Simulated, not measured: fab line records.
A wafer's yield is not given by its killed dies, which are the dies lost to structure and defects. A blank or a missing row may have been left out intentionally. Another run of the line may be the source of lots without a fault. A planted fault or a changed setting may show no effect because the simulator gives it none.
Which tool was responsible?	flow n5 finfet	Sampling: 13 lots, 39 wafers, 2 of 1938 route steps

WHAT THE GAUGES SHOWED, per wafer
N5_MIM_BOT_LITHO_OVL_MEAS_11.
lot	measured	on	MIM_BOT_OVL (nm)
L606	day 14 01:36	overlay-02	-7 -10 -6
L608	day 14 01:26	overlay-02	0 -4 -6
L609	day 14 02:02	overlay-02	1 -2 0
L610	day 14 15:10	overlay-01	1 -3 -8
L611	day 15 01:34	overlay-02	9 -1 -1
L613	day 15 01:23	overlay-02	-5 -15 -12
L612	day 15 01:55	overlay-01	-18 -12 -12
L619	day 16 13:00	overlay-02	-5 1 -1
L623	day 18 07:32	overlay-01	-11 -7 -3
L625	day 19 02:15	overlay-02	-6 -6 -6
L626	day 18 19:13	overlay-02	-5 -7 -2
L627	day 18 08:44	overlay-01	-1 -5 -16
L629	day 19 08:17	overlay-01	-7 -1 -8

EACH LOT AND THE TOOL THAT RAN IT (in order: tool; ch and the chambers of the sampled wafers; start)
lot	N5_BEOL_M7_HM_STRIP_39
L606	wet bench-04 ch 3,4,6, day 10 19:48
L608	wet bench-04 ch 0,4,7, day 10 20:12
L609	wet bench-06 ch 2,5,7, day 11 06:15
L610	wet bench-04 ch 1,2,5, day 11 15:40
L611	wet bench-05 ch 1,3,4, day 12 01:46
L613	wet bench-05 ch 1,2,7, day 12 04:56
L612	wet bench-04 ch 2,3,6, day 12 04:58
L619	wet bench-04 ch 0,1,5, day 13 13:37
L623	wet bench-06 ch 0,3,4, day 15 03:29
L625	wet bench-06 ch 0,2,3, day 15 11:48
L626	wet bench-06 ch 0,1,5, day 15 12:14
L627	wet bench-05 ch 0,4,5, day 15 13:55
L629	wet bench-06 ch 0,3,6, day 16 10:58
- N5_BEOL_M7_HM_STRIP_39: strips TiN in peroxide tin strip, target depth 25 nm, time 158 s.

WHAT THE TOOLS THEMSELVES READ (means of the sampled wafers that have a number; where no wafer has one, the mark that the record gives instead)
The record holds no such reading with a usual standard deviation.

THE ANSWER, worked out from the rows above alone
Rule: the usual values come from the lots themselves. The widest of any qualifying gaps counts: lots, ordered by their means at a reading, are off when they make up no more than a third of the lots, leave a main group of 4 or more, and stand apart from it by 3 or more times the standard deviation of that group's means. Not used: any main group whose means are identical at the precision the tables above print for the reading. A lot without any number at a reading at which 4 lots or more have one is off too. The other lots that the step has rows for count as sound. First the gauges in route order, then the tools' own readings, where a lot's mean is used as printed above. The first step at which some lot is off is used, and at that step the reading that is off furthest; a lot without a number counts as furthest.
No lot is off at any reading shown: from this, nothing can be told.

WHAT HAD BEEN PUT IN BY THE SIMULATOR
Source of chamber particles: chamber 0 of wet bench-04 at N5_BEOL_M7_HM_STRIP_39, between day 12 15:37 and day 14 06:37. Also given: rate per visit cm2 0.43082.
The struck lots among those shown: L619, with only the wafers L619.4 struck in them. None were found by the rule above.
